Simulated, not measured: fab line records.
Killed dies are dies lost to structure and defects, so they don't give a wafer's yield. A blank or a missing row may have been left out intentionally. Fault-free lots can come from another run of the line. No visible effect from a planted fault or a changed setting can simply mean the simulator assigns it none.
Matching of chambers	flow n5_finfet	rie_diel-04 running N5_GATE_CUT_ETCH_58: 4 sister chambers
The step etches SiNx in CH3F/O2, target depth 17 nm, time 128.6 s. 4 wafers are shown with their chamber, then 7 later ones without.

== EACH WAFER AND ITS CHAMBER ==
wafer	chamber	showerhead_plenum_p_Torr (Torr)
L085.3	3	1.92
L085.6	0	2.08
L086.2	1	2.05
L086.4	2	1.91

== WAFERS WITH NO CHAMBER GIVEN ==
wafer	showerhead_plenum_p_Torr (Torr)
L086.5	1.91
L089.2	1.92
L089.5	1.90
L089.6	2.05
L091.2	1.90
L091.5	2.05
L091.6	1.90

== WHICH CHAMBER EACH WENT THROUGH ==
wafer	from the rows above	in truth
L086.5	can't be placed: 2 or 3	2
L089.2	can't be placed: 3 or 2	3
L089.5	can't be placed: 2 or 3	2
L089.6	1	1
L091.2	can't be placed: 2 or 3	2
L091.5	1	1
L091.6	can't be placed: 2 or 3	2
Correct placement for 2 of the 7. Not placeable from these rows: 5 (in 5, the candidates include the true chamber). Placed wrongly: 0.
How it was worked out, from the rows above alone: a wafer's distance from a chamber is the root of the sum, over the readings, of the square of ((its reading less the chamber's mean) divided by the reading's scatter). If the next closest chamber is less than 2 further off than the closest, the wafer can't be placed; otherwise it belongs to the closest. For every chamber, the mean is computed from those of its wafers that are shown. The scatter: root of mean squared gap, hidden wafer to nearest shown wafer, with one shown wafer a chamber.
